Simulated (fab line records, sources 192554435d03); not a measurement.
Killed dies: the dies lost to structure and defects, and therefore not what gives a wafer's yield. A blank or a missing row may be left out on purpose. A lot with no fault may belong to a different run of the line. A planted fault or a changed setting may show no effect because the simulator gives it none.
What tool caused it? | flow n5 finfet | 23 lots with 69 wafers sampled at 2 steps, on a route of 1938 steps

## WHAT EACH GAUGE READ, for each wafer
N5_SDB_INSPECT_36: inspects for defects (darkfield).
lot  | measured    | on                | raw defect count
L074 | day 3 21:39 | defect inspect-02 | 48 24 48
L075 | day 4 02:14 | defect inspect-02 | 46 28 51
L076 | day 4 09:01 | defect inspect-02 | 42 46 31
L077 | day 4 15:50 | defect inspect-02 | 25 44 24
L078 | day 5 00:44 | defect inspect-01 | 57 67 28
L079 | day 5 02:56 | defect inspect-01 | 48 50 49
L080 | day 5 10:37 | defect inspect-01 | 32 25 25
L081 | day 5 13:47 | defect inspect-01 | 22 21 30
L082 | day 5 21:04 | defect inspect-02 | 26 37 44
L083 | day 6 02:52 | defect inspect-02 | 87 22 68
L084 | day 6 13:17 | defect inspect-01 | 15 34 32
L085 | day 6 21:59 | defect inspect-01 | 58 43 28
L086 | day 7 07:43 | defect inspect-02 | 27 17 22
L087 | day 8 00:56 | defect inspect-01 | 32 36 31
L088 | day 8 02:12 | defect inspect-01 | 25 35 22
L089 | day 8 03:10 | defect inspect-01 | 37 40 24
L090 | day 8 06:52 | defect inspect-01 | 24 42 45
L091 | day 8 08:05 | defect inspect-02 | 40 53 21
L093 | day 8 19:11 | defect inspect-02 | 10 13 12
L094 | day 8 21:48 | defect inspect-01 | 36 57 23
L095 | day 9 04:53 | defect inspect-02 | 35 34 27
L096 | day 9 13:11 | defect inspect-01 | 17 16 15
L097 | day 9 23:00 | defect inspect-02 | 54 28 33

## TOOL THAT RAN EACH LOT (tool first, then ch and the chambers of the sampled wafers, then the start)
lot  | N5_SDB_ALD_29
L074 | ald sin-04 ch 0,3, day 3 18:35
L075 | ald sin-02 ch 0,1, day 3 23:11
L076 | ald sin-01 ch 0,1,3, day 4 05:58
L077 | ald sin-02 ch 1,2,3, day 4 12:47
L078 | ald sin-01 ch 0,1, day 4 21:40
L079 | ald sin-04 ch 0,1,3, day 4 23:53
L080 | ald sin-01 ch 0,3, day 5 07:25
L081 | ald sin-01 ch 1,2,3, day 5 10:44
L082 | ald sin-04 ch 0,1,2, day 5 17:53
L083 | ald sin-04 ch 0,2,3, day 5 23:49
L084 | ald sin-02 ch 1,2,3, day 6 10:14
L085 | ald sin-02 ch 0,1,3, day 6 18:55
L086 | ald sin-02 ch 0,3, day 7 04:27
L087 | ald sin-02 ch 0,3, day 7 21:52
L088 | ald sin-04 ch 0,1,2, day 7 23:09
L089 | ald sin-01 ch 2,3, day 8 00:07
L090 | ald sin-01 ch 0,3, day 8 03:48
L091 | ald sin-04 ch 1,2,3, day 8 05:02
L093 | ald sin-02 ch 0,1, day 8 16:08
L094 | ald sin-04 ch 1,2,3, day 8 18:45
L095 | ald sin-04 ch 0,1,3, day 9 01:50
L096 | ald sin-01 ch 0,2,3, day 9 10:07
L097 | ald sin-02 ch 1,2, day 9 19:57
- N5_SDB_ALD_29: deposits SiNx, target thk 30 nm, pulse time 1 s, ald cycles 600.

## AS READ BY THE TOOLS THEMSELVES (means over the sampled wafers that have a number; for cases with no such wafer, the mark the record gives instead)
N5_SDB_ALD_29.
lot  | tool       | heater power w (W) | precursor pulse height rel
L074 | ald sin-04 | 862                | 1.003
L075 | ald sin-02 | 727                | 0.986
L076 | ald sin-01 | 843                | 0.997
L077 | ald sin-02 | 829                | 1.013
L078 | ald sin-01 | 793                | 1.002
L079 | ald sin-04 | 792                | 1.011
L080 | ald sin-01 | 881                | 0.999
L081 | ald sin-01 | 894                | 0.998
L082 | ald sin-04 | 875                | 0.994
L083 | ald sin-04 | 828                | 0.992
L084 | ald sin-02 | 802                | 0.986
L085 | ald sin-02 | 824                | 1.016
L086 | ald sin-02 | 886                | 1.007
L087 | ald sin-02 | 886                | 1.022
L088 | ald sin-04 | 862                | 1.022
L089 | ald sin-01 | 964                | 0.998
L090 | ald sin-01 | 866                | 1.012
L091 | ald sin-04 | 787                | 0.992
L093 | ald sin-02 | 742                | 1.011
L094 | ald sin-04 | 777                | 0.992
L095 | ald sin-04 | 790                | 0.994
L096 | ald sin-01 | 921                | 0.993
L097 | ald sin-02 | 792                | 1.008

## THE ANSWER, worked out from the rows above alone
Rule: what is usual is taken from the lots themselves. Put in order of their means at a reading, lots are off if they are a third of the lots or fewer, leave a main group of 4 or more, and stand apart from it by a gap of 3 or more times the standard deviation of the main group's means; of several such gaps the widest counts. The tables above print the reading to a certain number of digits; a main group whose means all agree to those digits is not used. Also off: a lot with no number at a reading for which 4 or more lots have one. All remaining lots with rows at the step are treated as sound. First the gauges in route order, then the tools' own readings, where a lot's mean is used as printed above. At the first step where some lot is off, the reading lying furthest off is the one used; lots without a number count as furthest.
Across all readings shown, no lot is off: no conclusion can be drawn from this.

## WHAT THE SIMULATOR HAD INSERTED
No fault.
